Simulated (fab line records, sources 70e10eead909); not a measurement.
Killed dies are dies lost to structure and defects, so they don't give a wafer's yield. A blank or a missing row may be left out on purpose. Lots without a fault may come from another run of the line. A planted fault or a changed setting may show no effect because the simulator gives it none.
Chamber matching | flow nand_harc | NHARC_A_STAIRCASE_DEP_417 on pecvd-04: 3 sister chambers
The step deposits Si3N4, target thk 60 nm. 6 wafers are shown with their chamber, then 12 later ones without.

WAFERS WITH THEIR CHAMBER
wafer  | chamber | showerhead_vpp_V (V) | heater_power_w (W)
L086.5 | 1       | 1383                 | 779
L089.1 | 1       | 1358                 | 772
L089.3 | 0       | 1329                 | 813
L088.1 | 2       | 1265                 | 834
L088.4 | 2       | 1251                 | 845
L088.5 | 0       | 1339                 | 760

WAFERS WITHOUT THEIR CHAMBER
wafer  | showerhead_vpp_V (V) | heater_power_w (W)
L091.3 | 1381                 | 703
L091.4 | 1359                 | 720
L091.6 | 1314                 | 869
L094.4 | 1323                 | 841
L094.5 | 1296                 | 863
L094.6 | 1327                 | 665
L096.1 | 1266                 | 834
L096.2 | 1356                 | 770
L096.3 | 1328                 | 815
L095.1 | 1323                 | 852
L095.2 | 1353                 | 725
L095.5 | 1274                 | 768

WHICH CHAMBER EACH WENT THROUGH
wafer  | from the rows above     | in truth
L091.3 | can't be placed: 1 or 0 | 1
L091.4 | can't be placed: 1 or 0 | 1
L091.6 | can't be placed: 0 or 2 | 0
L094.4 | 0                       | 0
L094.5 | can't be placed: 2 or 0 | 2
L094.6 | can't be placed: 0 or 1 | 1
L096.1 | 2                       | 2
L096.2 | can't be placed: 1 or 0 | 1
L096.3 | 0                       | 0
L095.1 | 0                       | 0
L095.2 | can't be placed: 1 or 0 | 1
L095.5 | can't be placed: 2 or 0 | 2
Placed correctly: 4 of 12. Can't be placed from these rows: 8 (the true chamber is among the candidates in 8). Placed wrongly: 0.
How it was worked out, from the rows above alone: a wafer's distance from a chamber is the root of the sum, over the readings, of the square of ((its reading less the chamber's mean) divided by the reading's scatter). The wafer belongs to the nearest chamber; if the next one is less than 2 further off, it can't be placed. A chamber's mean is the mean of its shown wafers. The scatter: the root of (the sum of the squares of (reading less its chamber's mean) over the shown wafers, divided by (wafers less chambers)).
